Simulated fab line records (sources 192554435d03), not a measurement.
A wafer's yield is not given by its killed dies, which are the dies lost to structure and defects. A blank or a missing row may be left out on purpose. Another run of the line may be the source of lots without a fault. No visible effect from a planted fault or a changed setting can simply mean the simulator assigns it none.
A struck lot beside a sound one	flow n5Finfet	16 out of 1938 route steps
Sound: wafers L181.2, L181.3, L181.6. Struck: wafers L195.2, L195.3, L195.4. The cause is named last.
Each step with rows lists, per side, the tool, then ch with its chambers, then its first start. Under that, the readings that differ: sound wafers	struck wafers	difference of the means	sigmas: that difference in standard deviations of wafers without a fault.
alike: readings with means less than 2 such deviations apart, plus words and numbers identical on both sides. not compared: withheld readings, readings lacking a value on some wafer, bounds such as >300 that could conceal the same value, and numbers that have no deviation in the record and whose values overlap.
A row with sigmas, a row that says differs or no value, or rows on one side alone: a step with any of these is where the two part. Numbers that have no deviation but don't overlap get no sigmas and don't part them. Lack of a reading on every wafer of one side parts them only where that side has two or more wafers.

N5_BEOL_M1_SPUTTER_81: material Cu, target thk 4.5 nm, time 8.29 s.
  sound: pvdSputter-01 at day 7 08:38; struck: pvdSputter-03 at day 10 11:44
  alike: chamberPressurePa, chuckGasFlowSccm, chuckSensorTempC, throttleValvePct
then, 4 steps without rows for these wafers: N5_BEOL_M1_ANNEAL_82 (time 240 s); N5_BEOL_M1_SPUTTER_86 (material Cu, target thk 4.5 nm, time 8.29 s); N5_BEOL_M1_ANNEAL_87 (time 240 s); N5_BEOL_M1_SPUTTER_88 (material Cu, target thk 4.5 nm, time 8.29 s).
N5_BEOL_M1_ANNEAL_89: time 240 s.
  sound: pvdSputter-01 at day 7 09:09; struck: pvdSputter-03 at day 10 12:15
  alike: heaterPowerW
then, 1 step without rows for these wafers: N5_BEOL_M1_SPUTTER_90 (material Cu, target thk 4.5 nm, time 8.29 s).
N5_BEOL_M1_ANNEAL_91: time 240 s.
  sound: pvdSputter-01 at day 7 09:22; struck: pvdSputter-03 at day 10 12:28
  alike: heaterPowerW
N5_BEOL_M1_SPUTTER_92: material Cu, target thk 4.5 nm, time 8.29 s.
  sound: pvdSputter-01 at day 7 09:31; struck: pvdSputter-03 at day 10 12:37
  alike: chamberPressurePa, chuckGasFlowSccm, chuckSensorTempC, throttleValvePct
then, 2 steps without rows for these wafers: N5_BEOL_M1_ANNEAL_93 (time 240 s); N5_BEOL_M1_SPUTTER_94 (material Cu, target thk 4.5 nm, time 8.29 s).
N5_BEOL_M1_ANNEAL_95: time 240 s.
  sound: pvdSputter-01 at day 7 09:49; struck: pvdSputter-03 at day 10 12:55
  alike: heaterPowerW
N5_BEOL_M1_SPUTTER_96: material Cu, target thk 4.5 nm, time 8.29 s.
  sound: pvdSputter-01 at day 7 09:57; struck: pvdSputter-03 at day 10 13:03
  no value came back on the struck wafers for chamberPressurePa (Pa), chuckGasFlowSccm (sccm), chuckSensorTempC (C), throttleValvePct (%); on the sound wafers chamberPressurePa (Pa) reads 0.07025 0.06989 0.07007
then, 1 step without rows for these wafers: N5_BEOL_M1_ECD_50 (material Cu, target thk 300 nm).
N5_BEOL_M4_RC_MEAS_101:
  sound on prober-01 ch 0, day 9 00:07; struck on prober-02 ch 0, day 12 05:26
reading	sound	struck	difference	sigmas
DIBL_P (mV/V)	40.7 38.9 39.6	35.1 35.6 35.2	-4.4	-2
IOFF_P (nA/um)	0.31 0.29 0.29	0.20 0.21 0.20	-0.09	-3
VT_P (mV)	-242 -242 -242	-249 -252 -249	-8	-2
  alike: DIBL_N, IOFF_N, ION_N, ION_P, SS_N, SS_P, VT_N
-- the record jumps here: 5 days lie between the struck wafers' starts before and after (it left off in module BEOL_M4 and takes up again in module PASSIVATION, whose first step shown is number 1936 of the route) --
N5_PASSIVATION_PROBE_49:
  rows exist in the record for the struck wafers here (prober-02, day 16 22:26), but not for the sound ones

## WHERE THEY PART
Earliest at N5_BEOL_M1_SPUTTER_96; latest, in this record, at N5_PASSIVATION_PROBE_49.

WHY: whatever the simulator had introduced
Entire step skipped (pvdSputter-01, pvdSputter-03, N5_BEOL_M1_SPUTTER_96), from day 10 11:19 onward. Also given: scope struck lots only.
